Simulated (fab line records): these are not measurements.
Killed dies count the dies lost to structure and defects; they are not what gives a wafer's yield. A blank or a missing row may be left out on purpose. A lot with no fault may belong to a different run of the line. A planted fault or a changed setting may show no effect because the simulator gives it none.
Which tool was responsible? / flow n5 finfet / 10 lots, 27 wafers sampled, at 6 steps of a route of 1938

WHAT EACH GAUGE READ, for each wafer
N5_BEOL_M3_OVL_MEAS_12. Usual: M3_OVL gives 0.0 nm (standard deviation 0.72).
lot=L152; measured=day 7 11:31; on=overlay-01; M3_OVL (nm)=0.8 -0.1 -1.2; flag=
lot=L157; measured=day 9 09:43; on=overlay-01; M3_OVL (nm)=-1.0 -1.8 0.5; flag=
lot=L158; measured=day 9 13:50; on=overlay-01; M3_OVL (nm)=0.3 0.8; flag=
lot=L160; measured=day 9 16:36; on=overlay-02; M3_OVL (nm)=0.5 1.1; flag=
lot=L166; measured=day 11 12:47; on=overlay-02; M3_OVL (nm)=-0.6 -1.1; flag=
lot=L168; measured=day 11 18:39; on=overlay-02; M3_OVL (nm)=0.1 0.3 0.3; flag=
lot=L170; measured=day 12 01:19; on=overlay-02; M3_OVL (nm)=-1.2 -0.5 -0.4; flag=
lot=L171; measured=day 12 04:49; on=overlay-02; M3_OVL (nm)=0.4 0.1 0.6; flag=
lot=L172; measured=day 12 16:31; on=overlay-01; M3_OVL (nm)=0.4 0.3 0.4; flag=
lot=L175; measured=day 13 20:44; on=overlay-01; M3_OVL (nm)=0.4 0.2 -0.7; flag=

N5_BEOL_M3_INSPECT_13: inspects for defects (brightfield). Usual: 445 for raw defect count, sd 110.
lot=L152; measured=day 7 11:34; on=defect inspect-02; raw defect count=603 469 630; flag=
lot=L157; measured=day 9 09:46; on=defect inspect-02; raw defect count=304 259 277; flag=
lot=L158; measured=day 9 13:52; on=defect inspect-02; raw defect count=447 387; flag=
lot=L160; measured=day 9 16:40; on=defect inspect-02; raw defect count=476 707; flag=
lot=L166; measured=day 11 12:50; on=defect inspect-01; raw defect count=608 382; flag=
lot=L168; measured=day 11 18:43; on=defect inspect-02; raw defect count=263 426 315; flag=
lot=L170; measured=day 12 01:22; on=defect inspect-01; raw defect count=671 587 465; flag=
lot=L171; measured=day 12 04:53; on=defect inspect-01; raw defect count=611 512 616; flag=
lot=L172; measured=day 12 16:34; on=defect inspect-02; raw defect count=479 702 583; flag=
lot=L175; measured=day 13 20:47; on=defect inspect-01; raw defect count=346 379 530; flag=

N5_BEOL_M3_CD_MEAS_28: target cd 25.7 nm, target cd y 23.3 nm. Usual: 25.72 nm for cd nm, sd 0.23.
lot=L152; measured=day 7 12:34; on=cd sem-01; cd nm (nm)=25.96 25.92 26.04; flag=
lot=L157; measured=day 9 11:10; on=cd sem-02; cd nm (nm)=25.76 25.68 25.61; flag=
lot=L158; measured=day 9 14:52; on=cd sem-03; cd nm (nm)=25.46 26.32; flag=
lot=L160; measured=day 9 17:29; on=cd sem-02; cd nm (nm)=25.69 4.97; flag=OFF
lot=L166; measured=day 11 13:45; on=cd sem-01; cd nm (nm)=5.59 25.22; flag=OFF
lot=L168; measured=day 11 19:31; on=cd sem-01; cd nm (nm)=25.77 25.54 25.91; flag=
lot=L170; measured=day 12 02:09; on=cd sem-02; cd nm (nm)=25.58 25.75 25.73; flag=
lot=L171; measured=day 12 05:45; on=cd sem-01; cd nm (nm)=25.85 25.59 25.62; flag=
lot=L172; measured=day 12 17:30; on=cd sem-01; cd nm (nm)=25.59 25.88 25.52; flag=
lot=L175; measured=day 13 21:40; on=cd sem-02; cd nm (nm)=25.84 25.30 25.65; flag=

N5_BEOL_M4_RC_MEAS_101. Usual: DIBL_N 36.0 mV/V, standard deviation 1.6; DIBL_P 35.8 mV/V, standard deviation 2; IOFF_N 0.152 nA/um, standard deviation 0.03; IOFF_P 0.20 nA/um, standard deviation 0.031; ION_N 670 uA/um, standard deviation 12; ION_P 459 uA/um, standard deviation 7.4; SS_N 71.5 mV/dec, standard deviation 0.56; SS_P 73.2 mV/dec, standard deviation 0.64; VT_N 251 mV, standard deviation 3.5; VT_P -252 mV, standard deviation 3.3.
lot=L152; measured=day 9 08:02; on=prober-02; DIBL_N (mV/V)=36.5 36.4 35.1; DIBL_P (mV/V)=36.9 36.1 35.6; IOFF_N (nA/um)=0.170 0.159 0.143; IOFF_P (nA/um)=0.23 0.22 0.22; ION_N (uA/um)=681 664 675; ION_P (uA/um)=467 457 469; SS_N (mV/dec)=72.2 72.2 72.0; SS_P (mV/dec)=73.9 73.9 73.2; VT_N (mV)=246 251 252; VT_P (mV)=-247 -246 -246; flag=
lot=L157; measured=day 10 22:27; on=prober-01; DIBL_N (mV/V)=33.6 36.9 34.7; DIBL_P (mV/V)=34.2 38.5 35.2; IOFF_N (nA/um)=0.113 0.172 0.136; IOFF_P (nA/um)=0.19 0.26 0.21; ION_N (uA/um)=644 676 673; ION_P (uA/um)=456 473 473; SS_N (mV/dec)=71.4 71.7 71.2; SS_P (mV/dec)=72.4 73.6 72.9; VT_N (mV)=255 248 253; VT_P (mV)=-247 -245 -248; flag=
lot=L158; measured=day 10 23:28; on=prober-02; DIBL_N (mV/V)=36.8 34.7; DIBL_P (mV/V)=37.0 35.1; IOFF_N (nA/um)=0.170 0.134; IOFF_P (nA/um)=0.20 0.18; ION_N (uA/um)=665 667; ION_P (uA/um)=449 457; SS_N (mV/dec)=71.2 71.4; SS_P (mV/dec)=73.4 73.4; VT_N (mV)=247 253; VT_P (mV)=-253 -252; flag=
lot=L160; measured=day 11 05:56; on=prober-01; DIBL_N (mV/V)=34.2; DIBL_P (mV/V)=33.1; IOFF_N (nA/um)=0.111; IOFF_P (nA/um)=0.15; ION_N (uA/um)=654; ION_P (uA/um)=447; SS_N (mV/dec)=71.0; SS_P (mV/dec)=71.8; VT_N (mV)=257; VT_P (mV)=-257; flag=
lot=L166; measured=day 12 21:27; on=prober-01; DIBL_N (mV/V)=32.2; DIBL_P (mV/V)=33.5; IOFF_N (nA/um)=0.124; IOFF_P (nA/um)=0.17; ION_N (uA/um)=666; ION_P (uA/um)=460; SS_N (mV/dec)=70.4; SS_P (mV/dec)=72.0; VT_N (mV)=250; VT_P (mV)=-254; flag=
lot=L168; measured=day 13 13:57; on=prober-01; DIBL_N (mV/V)=37.7 34.9 34.7; DIBL_P (mV/V)=38.1 35.4 34.2; IOFF_N (nA/um)=0.196 0.150 0.131; IOFF_P (nA/um)=0.22 0.18 0.16; ION_N (uA/um)=686 691 664; ION_P (uA/um)=459 471 449; SS_N (mV/dec)=71.2 71.1 70.7; SS_P (mV/dec)=73.9 72.9 72.5; VT_N (mV)=244 247 250; VT_P (mV)=-251 -252 -255; flag=
lot=L170; measured=day 13 06:11; on=prober-02; DIBL_N (mV/V)=35.6 35.3 36.1; DIBL_P (mV/V)=35.8 35.7 35.7; IOFF_N (nA/um)=0.151 0.146 0.150; IOFF_P (nA/um)=0.20 0.20 0.20; ION_N (uA/um)=687 674 673; ION_P (uA/um)=469 461 459; SS_N (mV/dec)=71.3 70.9 71.2; SS_P (mV/dec)=73.7 73.4 72.6; VT_N (mV)=250 248 249; VT_P (mV)=-250 -251 -249; flag=
lot=L171; measured=day 14 05:24; on=prober-02; DIBL_N (mV/V)=35.8 33.6 34.9; DIBL_P (mV/V)=34.9 31.3 33.4; IOFF_N (nA/um)=0.155 0.109 0.135; IOFF_P (nA/um)=0.19 0.14 0.17; ION_N (uA/um)=680 653 674; ION_P (uA/um)=462 449 463; SS_N (mV/dec)=71.8 71.5 71.9; SS_P (mV/dec)=72.8 73.0 72.8; VT_N (mV)=249 257 250; VT_P (mV)=-252 -256 -253; flag=
lot=L172; measured=day 14 16:58; on=prober-02; DIBL_N (mV/V)=35.5 36.1 35.4; DIBL_P (mV/V)=33.7 34.1 33.8; IOFF_N (nA/um)=0.136 0.144 0.135; IOFF_P (nA/um)=0.21 0.21 0.20; ION_N (uA/um)=674 661 664; ION_P (uA/um)=473 459 459; SS_N (mV/dec)=70.9 71.4 71.3; SS_P (mV/dec)=72.8 73.5 73.4; VT_N (mV)=254 251 251; VT_P (mV)=-250 -246 -247; flag=
lot=L175; measured=day 15 11:20; on=prober-02; DIBL_N (mV/V)=34.3 31.8 33.2; DIBL_P (mV/V)=34.4 30.1 32.1; IOFF_N (nA/um)=0.129 0.087 0.113; IOFF_P (nA/um)=0.17 0.11 0.14; ION_N (uA/um)=655 632 658; ION_P (uA/um)=454 435 449; SS_N (mV/dec)=70.4 71.7 71.2; SS_P (mV/dec)=72.7 71.6 72.2; VT_N (mV)=250 259 255; VT_P (mV)=-253 -261 -258; flag=

EACH LOT AND THE TOOL THAT RAN IT (in order: tool; ch and the chambers of the sampled wafers; start)
lot=L152; N5_BEOL_M3_ETCH_63=rie diel-03 ch 0,1,3, day 7 11:38; N5_BEOL_M3_EXPOSE_25=euv scanner-02 ch 0, day 7 12:26
lot=L157; N5_BEOL_M3_ETCH_63=rie diel-01 ch 0,1, day 9 10:14; N5_BEOL_M3_EXPOSE_25=euv scanner-02 ch 0, day 9 11:01
lot=L158; N5_BEOL_M3_ETCH_63=rie diel-01 ch 1,2, day 9 13:58; N5_BEOL_M3_EXPOSE_25=euv scanner-01 ch 0, day 9 14:46
lot=L160; N5_BEOL_M3_ETCH_63=rie diel-01 ch 1,2, day 9 16:47; N5_BEOL_M3_EXPOSE_25=euv scanner-02 ch 0, day 9 17:21
lot=L166; N5_BEOL_M3_ETCH_63=rie diel-04 ch 0,1, day 11 12:55; N5_BEOL_M3_EXPOSE_25=euv scanner-02 ch 0, day 11 13:37
lot=L168; N5_BEOL_M3_ETCH_63=rie diel-03 ch 2,3, day 11 18:47; N5_BEOL_M3_EXPOSE_25=euv scanner-01 ch 0, day 11 19:23
lot=L170; N5_BEOL_M3_ETCH_63=rie diel-03 ch 0,2, day 12 01:27; N5_BEOL_M3_EXPOSE_25=euv scanner-01 ch 0, day 12 02:01
lot=L171; N5_BEOL_M3_ETCH_63=rie diel-01 ch 2,3, day 12 04:58; N5_BEOL_M3_EXPOSE_25=euv scanner-01 ch 0, day 12 05:36
lot=L172; N5_BEOL_M3_ETCH_63=rie diel-01 ch 1,2, day 12 16:43; N5_BEOL_M3_EXPOSE_25=euv scanner-01 ch 0, day 12 17:21
lot=L175; N5_BEOL_M3_ETCH_63=rie diel-04 ch 0,1,3, day 13 20:52; N5_BEOL_M3_EXPOSE_25=euv scanner-01 ch 0, day 13 21:31
- N5_BEOL_M3_ETCH_63: etches SiARC in CF4, target depth 15.6 nm, time 26 s.
- N5_BEOL_M3_EXPOSE_25: exposes mask V2, defocus 5 nm.

AS READ BY THE TOOLS THEMSELVES (means over the sampled wafers that have a number; for cases with no such wafer, the mark the record gives instead)
N5_BEOL_M3_ETCH_63. Usual: value, then standard deviation, for each; bias w 36.01 W / 0.11; drypump motor current A 5.8 A / 0.54; etch rf on time s 26.0 s / 0.83; oes product au 0.65 a.u. / 0.061; rf vpp V 184.1 V / 1.1; showerhead plenum p Torr 2.15 Torr / 0.066; throttle valve pct 15.68 % / 0.26.
lot=L152; tool=rie diel-03; bias w (W)=36.02; drypump motor current A (A)=5.8; etch rf on time s (s)=25.7; oes product au (a.u.)=0.66; rf vpp V (V)=184.3; showerhead plenum p Torr (Torr)=2.14; throttle valve pct (%)=15.68; flag=
lot=L157; tool=rie diel-01; bias w (W)=35.98; drypump motor current A (A)=6.2; etch rf on time s (s)=26.2; oes product au (a.u.)=0.73; rf vpp V (V)=183.2; showerhead plenum p Torr (Torr)=2.08; throttle valve pct (%)=15.36; flag=
lot=L158; tool=rie diel-01; bias w (W)=35.96; drypump motor current A (A)=6.0; etch rf on time s (s)=26.2; oes product au (a.u.)=0.62; rf vpp V (V)=182.8; showerhead plenum p Torr (Torr)=2.13; throttle valve pct (%)=15.80; flag=
lot=L160; tool=rie diel-01; bias w (W)=35.88; drypump motor current A (A)=6.0; etch rf on time s (s)=26.4; oes product au (a.u.)=0.62; rf vpp V (V)=183.0; showerhead plenum p Torr (Torr)=2.13; throttle valve pct (%)=15.82; flag=
lot=L166; tool=rie diel-04; bias w (W)=36.12; drypump motor current A (A)=6.0; etch rf on time s (s)=26.4; oes product au (a.u.)=0.61; rf vpp V (V)=184.2; showerhead plenum p Torr (Torr)=2.13; throttle valve pct (%)=15.75; flag=
lot=L168; tool=rie diel-03; bias w (W)=36.00; drypump motor current A (A)=5.3; etch rf on time s (s)=26.5; oes product au (a.u.)=0.66; rf vpp V (V)=183.9; showerhead plenum p Torr (Torr)=2.17; throttle valve pct (%)=15.84; flag=
lot=L170; tool=rie diel-03; bias w (W)=35.96; drypump motor current A (A)=4.9; etch rf on time s (s)=26.3; oes product au (a.u.)=0.62; rf vpp V (V)=183.9; showerhead plenum p Torr (Torr)=2.16; throttle valve pct (%)=15.96; flag=
lot=L171; tool=rie diel-01; bias w (W)=36.01; drypump motor current A (A)=6.0; etch rf on time s (s)=25.4; oes product au (a.u.)=0.63; rf vpp V (V)=185.6; showerhead plenum p Torr (Torr)=2.22; throttle valve pct (%)=15.59; flag=
lot=L172; tool=rie diel-01; bias w (W)=36.07; drypump motor current A (A)=5.9; etch rf on time s (s)=26.1; oes product au (a.u.)=0.62; rf vpp V (V)=184.6; showerhead plenum p Torr (Torr)=2.15; throttle valve pct (%)=15.85; flag=
lot=L175; tool=rie diel-04; bias w (W)=36.01; drypump motor current A (A)=6.0; etch rf on time s (s)=26.5; oes product au (a.u.)=0.60; rf vpp V (V)=183.4; showerhead plenum p Torr (Torr)=2.12; throttle valve pct (%)=15.79; flag=

N5_BEOL_M3_EXPOSE_25. Usual: 0.77 nm for stage msd nm, sd 0.056.
lot=L152; tool=euv scanner-02; stage msd nm (nm)=0.85; flag=
lot=L157; tool=euv scanner-02; stage msd nm (nm)=0.85; flag=
lot=L158; tool=euv scanner-01; stage msd nm (nm)=0.75; flag=
lot=L160; tool=euv scanner-02; stage msd nm (nm)=0.84; flag=
lot=L166; tool=euv scanner-02; stage msd nm (nm)=0.84; flag=
lot=L168; tool=euv scanner-01; stage msd nm (nm)=0.72; flag=
lot=L170; tool=euv scanner-01; stage msd nm (nm)=0.72; flag=
lot=L171; tool=euv scanner-01; stage msd nm (nm)=0.72; flag=
lot=L172; tool=euv scanner-01; stage msd nm (nm)=0.71; flag=
lot=L175; tool=euv scanner-01; stage msd nm (nm)=0.71; flag=

THE ANSWER, worked out from the rows above alone
Rule: take the mean of a lot's wafers that have a number; if it is more than 3 standard deviations from the usual mean, the lot is off. Also off: a lot with no number at a reading for which 4 or more lots have one. The other lots that the step has rows for count as sound. Order of review: gauges by route order, followed by the tools' own readings, for which a lot's mean as printed above is used. At the first step where some lot is off, the reading lying furthest off is the one used; lots without a number count as furthest.
Off: L160, L166, at N5_BEOL_M3_CD_MEAS_28 (cd nm).
If a tool, at a process step before that reading, ran all the lots that are off and no sound lot after the first of them, it fits. The gauges at N5_BEOL_M3_CD_MEAS_28 are tried like those tools. One fits: N5_BEOL_M3_EXPOSE_25 on euv scanner-02. Its last sound lot is L157 (day 9 11:01), its first lot that is off L160 (day 9 17:21): a fault that began between those two fits.

WHAT THE SIMULATOR HAD PUT IN
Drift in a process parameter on euv scanner-02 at N5_BEOL_M3_EXPOSE_25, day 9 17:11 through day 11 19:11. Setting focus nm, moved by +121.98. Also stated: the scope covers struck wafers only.
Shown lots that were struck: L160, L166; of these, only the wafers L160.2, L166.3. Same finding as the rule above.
